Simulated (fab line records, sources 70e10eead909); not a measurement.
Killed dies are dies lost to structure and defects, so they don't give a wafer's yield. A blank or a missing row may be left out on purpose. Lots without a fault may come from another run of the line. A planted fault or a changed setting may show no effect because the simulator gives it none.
fab line records | flow nand_harc
record lots=13 wafers=39 last_day=33
route steps=1302 shown A_SLIT@933 A_WL_FILL@958 END@1302
lots that met no fault: from a run of the same line without faults
start_h: hours from the record's first day to the start of the lot's first wafer shown | wait_h: hours since the lot's step before | " the same as in the row above | L1.1+2: a row that stands for several wafers | - no value, or no start given | * or withheld: withheld | < > ~ a bound
route shown NAME@n: a module of which the file shows steps, and the number in the route of the first | usual: mean/standard deviation of fault-free wafers | same: alike in all rows | chamber/n: place in a boat | sites: the reading at each site | _std_site: their standard deviation | _edge_site: outer sites' mean less inner sites' | radius_mm: how far each site lies from the wafer's centre | mask NAME#n: copy n | behind: the tool/chamber that last shaped the wafer | hold: why the lot was held/for how many hours/how that ended | device: the transistor (n, p or np) that didn't switch | end of line: the same wafers' tests at the end of the route | a step without rows: its recipe alone | killed: dies lost to structure and defects at the first sort, not the wafer's yield | map: a wafer's dies, x killed, . not, _ none there
set.NAME: the setting as run; set.NAME@STEP: as run at that earlier step | model.NAME: the simulator's own value behind a step, which no gauge read
steps of the route over a sample of lots; a table a step, a row a wafer
services: from which hour (start_h, from the record's first day; less than 0 if before it) a tool's chamber was out of use, for how many hours, and why
## steps
# step NHARC_A_SLIT_CD_MEAS_09
# recipe target_cd_nm=300 landing_energy_ev=500
# usual cd_nm=300.4/0.72
# columns lot.wafer tool chamber start_h wait_h cd_nm
L659.1 cd_sem-01 0 457.87 - 300.1
L659.2 " 0 " " 300.8
L659.5 " 0 " " 300.9
L661.1 cd_sem-01 0 488.54 - 300.2
L661.2 " 0 " " 299.9
L661.5 " 0 " " 300.2
L663.3 cd_sem-03 0 489.51 - 299.3
L663.4 " 0 " " 299.8
L663.6 " 0 " " 299.5
L662.4 cd_sem-01 0 492.20 - 300.4
L662.5 " 0 " " 301.0
L662.6 " 0 " " 300.8
L666.2 cd_sem-02 0 519.30 - 300.1
L666.4 " 0 " " 300.7
L666.6 " 0 " " 301.3
L668.1 cd_sem-03 0 548.73 - 300.9
L668.2 " 0 " " 300.7
L668.3 " 0 " " 301.4
L667.2 cd_sem-01 0 549.05 - 299.2
L667.3 " 0 " " 299.4
L667.5 " 0 " " 300.0
L670.2 cd_sem-03 0 569.11 - 300.8
L670.4 " 0 " " 300.2
L670.6 " 0 " " 300.6
L676.1 cd_sem-03 0 621.20 - 300.5
L676.3 " 0 " " 300.4
L676.5 " 0 " " 301.4
L677.3 cd_sem-01 0 629.57 - 300.6
L677.5 " 0 " " 301.0
L677.6 " 0 " " 300.7
L679.1 cd_sem-01 0 668.27 - 301.3
L679.4 " 0 " " 300.2
L679.5 " 0 " " 301.6
L680.4 cd_sem-01 0 669.40 - 300.8
L680.5 " 0 " " 300.1
L680.6 " 0 " " 301.3
L681.1 cd_sem-02 0 688.75 - 300.5
L681.3 " 0 " " 301.1
L681.4 " 0 " " 300.6
# step NHARC_A_SLIT_STRIP_18
# recipe o2_flow_sccm=500 ar_flow_sccm=0 bias_w=0 chemistry=O2
# usual bias_w=0/0 chamber_pressure_mTorr=60.00/0.055 drypump_motor_current_A=5.7/0.43 oes_product_au=0.999/0.013 rf_vpp_V=57.8/0.79 showerhead_plenum_p_Torr=3.50/0.11 throttle_valve_pct=17.038/0.009
# columns lot.wafer tool chamber start_h wait_h bias_w chamber_pressure_mTorr drypump_motor_current_A oes_product_au rf_hours_counter_h rf_vpp_V showerhead_plenum_p_Torr throttle_valve_pct
L659.1 rie_diel-10 1 464.93 - 0 60.01 5.6 0.995 2.3 56.5 3.33 17.039
L659.2 " 2 " " 0 60.02 5.2 0.973 2.3 58.1 3.48 17.045
L659.5 " 0 " " 0 59.98 5.8 0.996 - 58.6 3.58 17.031
L661.1 rie_diel-04 3 494.87 - 0 60.14 5.9 0.990 8.2 57.1 3.61 17.049
L661.2 " 2 " " 0 60.01 4.7 1.015 6.9 56.9 3.33 17.045
L661.5 " 0 " " 0 60.07 5.7 0.989 - 58.3 3.49 17.039
L663.4 rie_diel-10 3 495.63 - 0 60.00 6.4 1.021 4.4 57.5 3.60 17.044
L663.3 " 1 " " 0 59.98 5.7 0.988 4.4 56.6 3.33 17.049
L663.6 " 3 " " 0 59.98 6.4 1.019 - 58.9 3.60 17.034
L662.4 rie_diel-12 1 498.68 - 0 59.99 5.8 1.006 3.2 57.7 3.43 17.041
L662.6 " 1 " " 0 59.96 5.8 1.016 - 56.9 3.43 17.035
L662.5 " 2 " " 0 59.89 5.6 0.977 - 56.7 3.49 17.032
L666.4 rie_diel-12 2 526.86 - 0 60.08 5.6 0.979 4.7 57.5 3.49 17.024
L666.2 " 3 " " 0 59.96 5.0 0.996 4.5 58.1 3.63 17.023
L666.6 " 2 " " 0 60.06 5.6 0.977 - 59.3 3.49 17.033
L668.1 rie_diel-10 0 554.74 - 0 60.04 5.8 1.007 9.0 57.9 3.58 17.022
L668.3 " 2 " " 0 60.06 5.2 0.987 8.5 57.1 3.48 17.036
L668.2 " 3 " " 0 59.96 6.4 1.002 7.9 59.1 3.60 17.024
L667.2 rie_diel-04 2 555.08 - 0 60.01 4.7 0.989 1.0 58.2 3.33 17.031
L667.3 " 1 " " 0 60.03 6.1 0.996 0.6 57.2 3.67 17.041
L667.5 " 2 " " 0 60.00 4.7 0.978 - 58.0 3.33 17.037
L670.4 rie_diel-04 3 575.29 - 0 60.02 5.9 1.020 1.6 59.5 3.61 17.023
L670.2 " 0 " " 0 59.94 5.8 1.009 1.3 58.3 3.49 17.048
L670.6 " 3 " " 0 60.00 5.9 1.034 - 59.0 3.61 17.038
L676.3 rie_diel-10 1 627.30 - - - - - - - - -
L676.1 " 2 " " - - - - - - - -
L676.5 " 0 " " - - - - - - - -
L677.3 rie_diel-10 1 637.70 - - - - - - - - -
L677.5 " 2 " " - - - - - - - -
L677.6 " 3 " " - - - - - - - -
L679.4 rie_diel-12 0 674.29 - 0 60.12 5.9 0.983 1.7 57.1 3.43 17.043
L679.1 " 3 " " 0 60.08 5.1 0.983 2.2 57.2 3.63 17.037
L679.5 " 0 " " 0 60.08 5.9 0.991 - 57.1 3.43 17.044
L680.4 rie_diel-12 1 675.46 - 0 59.94 5.9 1.011 1.5 58.1 3.42 17.018
L680.6 " 0 " " 0 60.00 5.9 0.991 - 58.4 3.43 17.048
L680.5 " 1 " " 0 59.97 5.8 1.009 - 58.0 3.42 17.037
L681.1 rie_diel-10 2 694.77 - 0 59.94 5.2 0.997 6.4 56.9 3.47 17.031
L681.3 " 3 " " 0 59.88 6.4 1.022 6.3 59.3 3.59 17.015
L681.4 " 1 " " 0 60.05 5.7 1.001 5.7 57.1 3.32 17.036
# step NHARC_A_SLIT_CD_MEAS_21
# usual cd_nm=290.0/1
# columns lot.wafer tool chamber start_h wait_h cd_nm
L659.1 cd_sem-02 - 465.35 - 288.5
L659.2 " - " " 287.5
L659.5 " - " " 288.1
L661.1 cd_sem-01 - 495.32 - 291.8
L661.2 " - " " 290.8
L661.5 " - " " 291.2
L663.3 cd_sem-01 - 496.06 - 288.0
L663.4 " - " " 289.0
L663.6 " - " " 290.3
L662.4 cd_sem-03 - 499.14 - 289.5
L662.5 " - " " 290.3
L662.6 " - " " 290.7
L666.2 cd_sem-01 - 527.31 - 291.3
L666.4 " - " " 290.3
L666.6 " - " " 290.3
L668.1 cd_sem-03 - 555.18 - 291.3
L668.2 " - " " 290.1
L668.3 " - " " 290.0
L667.2 cd_sem-03 - 555.56 0.1 290.2
L667.3 " - " " 287.3
L667.5 " - " " 289.9
L670.2 cd_sem-01 - 575.75 - 290.4
L670.4 " - " " 290.9
L670.6 " - " " 289.7
L676.1 cd_sem-01 - 627.73 - 289.6
L676.3 " - " " 290.1
L676.5 " - " " 290.3
L677.3 cd_sem-01 - 638.09 - 289.6
L677.5 " - " " 289.9
L677.6 " - " " 289.1
L679.1 cd_sem-02 - 674.74 - 290.3
L679.4 " - " " 290.9
L679.5 " - " " 290.1
L680.4 cd_sem-03 - 675.88 - 290.2
L680.5 " - " " 290.5
L680.6 " - " " 289.1
L681.1 cd_sem-01 - 695.22 - 289.4
L681.3 " - " " 290.0
L681.4 " - " " 288.9
# step NHARC_A_WL_FILL_ETCHBACK_05
# recipe target_depth_a=220 time_s=60 temp_c=40 chemistry=Cl2/BCl3
# usual chamber_pressure_mTorr=10.001/0.0097 drypump_motor_current_A=5.8/0.48 oes_product_au=0.999/0.013
# columns lot.wafer tool chamber start_h wait_h chamber_pressure_mTorr drypump_motor_current_A oes_product_au rf_hours_counter_h
L659.1 rie_metal-01 0 474.11 0.2 10.007 5.3 1.018 1.4
L659.2 " 1 " " 9.996 5.5 0.988 1.4
L659.5 " 0 " " 9.998 5.3 1.013 -
L661.2 rie_metal-01 0 503.59 0.2 10.002 5.3 1.010 1.7
L661.1 " 1 " " 10.021 5.5 1.016 1.7
L661.5 " 0 " " 10.013 5.3 1.027 -
L663.3 rie_metal-03 0 503.64 0.2 10.020 5.6 1.015 -
L663.4 " 1 " " 9.989 6.2 1.004 -
L663.6 " 1 " " 10.003 6.2 1.002 -
L662.4 rie_metal-01 1 507.34 0.1 9.992 5.5 1.014 -
L662.5 " 1 " " 9.997 5.5 0.997 -
L662.6 " 0 " " 10.018 5.3 1.017 -
L666.2 rie_metal-02 1 534.52 0.2 10.005 6.1 0.980 1.1
L666.4 " 0 " " 10.015 6.8 0.990 -
L666.6 " 1 " " 9.986 6.1 0.981 -
L668.1 rie_metal-03 0 563.38 0.2 10.007 5.6 0.997 0.8
L668.2 " 1 " " 9.999 6.2 0.994 0.8
L668.3 " 0 " " 9.995 5.6 0.993 -
L667.2 rie_metal-01 0 563.40 0.2 9.998 5.4 1.005 2.6
L667.3 " 1 " " 10.000 5.5 1.001 -
L667.5 " 0 " " 9.975 5.3 1.011 -
L670.2 rie_metal-01 0 584.40 0.2 10.020 5.3 1.000 0.1
L670.4 " 1 " " 10.001 5.5 1.002 -
L670.6 " 0 " " 9.998 5.3 1.008 -
L679.1 rie_metal-01 0 683.30 0.2 10.007 5.3 0.993 1.9
L679.4 " 0 " " 10.015 5.3 0.997 -
L679.5 " 0 " " 9.996 5.3 0.995 -
L680.4 rie_metal-03 0 683.48 0.2 9.996 5.6 0.967 -
L680.6 " 0 " " 10.000 5.5 0.958 -
L680.5 " 1 " " 9.992 6.2 0.998 -
L681.1 rie_metal-01 1 704.71 0.2 10.004 5.5 1.009 2.2
L681.3 " 1 " " 10.002 5.5 0.998 -
L681.4 " 0 " " 9.997 5.3 1.020 -
# step NHARC_END_SORT_01
# recipe temp_c=25
# usual killed_at_array=55/17 killed_at_other=0.9/1.2 killed_at_periphery=3.7/2.5 killed_dies=59/18 killed_open=3.4/1.9 killed_short=2.6/1.6
# same gross_dies=677
# columns lot.wafer tool chamber start_h wait_h killed_at_array killed_at_other killed_at_periphery killed_dies killed_open killed_short
L676.1 prober-02 0 731.48 2.5 673 0 4 677 6 2
L676.3 prober-02 0 733.09 3.1 673 0 4 677 2 6
L676.5 prober-02 0 734.71 3.7 673 0 4 677 4 4
L677.3 prober-02 0 745.56 3.1 671 1 5 677 5 8
L677.5 prober-02 0 747.17 3.7 676 0 1 677 0 4
L677.6 prober-02 0 747.98 4.0 672 0 5 677 5 6
# killed by level:class
L676.1 A_SLIT:area_strip=614 A_CHANNEL_HOLE_D1:chamber_film_flake=37 A_SLIT:chamber_film_flake=5 A_STAIRCASE:chamber_film_flake=4 A_CHANNEL_FILL_D1:chamber_film_flake=3 A_WL_FILL:geometric_particle:open=2 P_M1:chamber_film_flake=2 A_DECK1_JOINT:chamber_film_flake=2
L676.3 A_SLIT:area_strip=619 A_CHANNEL_HOLE_D1:chamber_film_flake=32 A_CONTACT:chamber_film_flake=4 A_SLIT:chamber_film_flake=3 A_CHANNEL_FILL_D2:geometric_particle:short=2 A_WL_FILL:geometric_particle:short=2 P_M1:chamber_film_flake=2 A_CHANNEL_FILL_D1:chamber_film_flake=2
L676.5 A_SLIT:area_strip=623 A_CHANNEL_HOLE_D1:chamber_film_flake=32 A_CONTACT:chamber_film_flake=4 A_DECK1_JOINT:geometric_particle:short=2 A_BLC:chamber_film_flake=2 A_CHANNEL_HOLE_D2:chamber_film_flake=2 P_CONTACT:geometric_particle:open=1 A_CHANNEL_FILL_D1:geometric_particle:open=1
L677.3 A_SLIT:area_strip=582 A_SLIT:chamber_film_flake=32 A_CHANNEL_HOLE_D1:chamber_film_flake=27 A_CONTACT:chamber_film_flake=10 A_STAIRCASE:chamber_film_flake=7 A_CHANNEL_FILL_D1:geometric_particle:short=3 A_ONON_D2:geometric_particle:short=2 P_GATE:geometric_particle:short=1
L677.5 A_SLIT:area_strip=604 A_CHANNEL_HOLE_D1:chamber_film_flake=34 A_SLIT:chamber_film_flake=22 A_CONTACT:chamber_film_flake=7 A_STAIRCASE:chamber_film_flake=3 A_WL_FILL:chamber_film_flake=2 P_M2:geometric_particle:short=1 A_ONON_D1:geometric_particle:short=1
L677.6 A_SLIT:area_strip=590 A_SLIT:chamber_film_flake=27 A_CHANNEL_HOLE_D1:chamber_film_flake=26 A_STAIRCASE:chamber_film_flake=9 A_CONTACT:chamber_film_flake=8 A_CHANNEL_FILL_D1:geometric_particle:short=2 P_GATE:chamber_film_flake=2 P_STI:geometric_particle:short=1
## services
# columns tool chamber start_h hours kind
rie_diel-12 - 445.40 9.0 pm
rie_diel-10 0 453.00 - clean
rie_diel-10 1 453.00 - clean
rie_diel-10 2 453.00 - clean
rie_metal-02 - 454.00 9.0 pm
rie_diel-04 2 471.33 2.9 repair
rie_diel-10 3 484.03 7.7 repair
rie_diel-12 1 505.49 7.7 repair
rie_metal-03 - 519.00 9.0 pm
rie_diel-04 - 531.97 9.0 pm
rie_diel-10 0 570.28 1.5 repair
rie_metal-01 - 575.00 9.0 pm
rie_metal-01 0 575.00 9.0 vent_cycle
rie_metal-01 1 575.00 9.0 vent_cycle
rie_metal-01 0 584.00 - clean
rie_metal-01 1 584.00 - clean
rie_diel-10 2 592.47 8.4 repair
rie_diel-10 - 596.50 9.0 pm
rie_metal-01 0 599.62 1.3 repair
rie_diel-10 - 620.45 0.6 repair
rie_diel-12 - 622.40 9.0 pm
rie_metal-02 - 631.00 9.0 pm
rie_diel-04 1 690.55 9.4 repair
rie_metal-03 - 696.00 9.0 pm
## key
first_sign step=NHARC_A_SLIT_STRIP_18 reading=tool_record direction=missing
effect step=NHARC_END_SORT_01 reading=killed_at_array direction=up sigmas=36 usual=55 struck=673
more_kills_born_at NHARC_A_SLIT_STRIP_18@rie_diel-10=3632
met_at NHARC_A_SLIT_STRIP_18
struck_lots L676,L677
later_rows_left_out L676.1,L676.3,L676.5,L677.3,L677.5,L677.6
tester_left_out L676,L677
not_acting_at NHARC_A_SLIT_CD_MEAS_09,NHARC_A_SLIT_CD_MEAS_21,NHARC_A_WL_FILL_ETCHBACK_05
onset_between 554.74 627.30
fault kind=skipped_step_whole tool=rie_diel-10 chamber=- onset_h=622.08 steps=NHARC_A_SLIT_STRIP_18 scope=struck_lots_only
# tester_left_out: of these lots the tester's yield and bins aren't shown, on N5 and GAA mostly nor the transistor test; their killed dies are dies lost to structure and defects alone, not to doping, threshold or leakage, so they don't give the yield
# later_rows_left_out: the simulator's readings of these wafers behind a module that went badly wrong aren't trusted and aren't shown, but for the sort
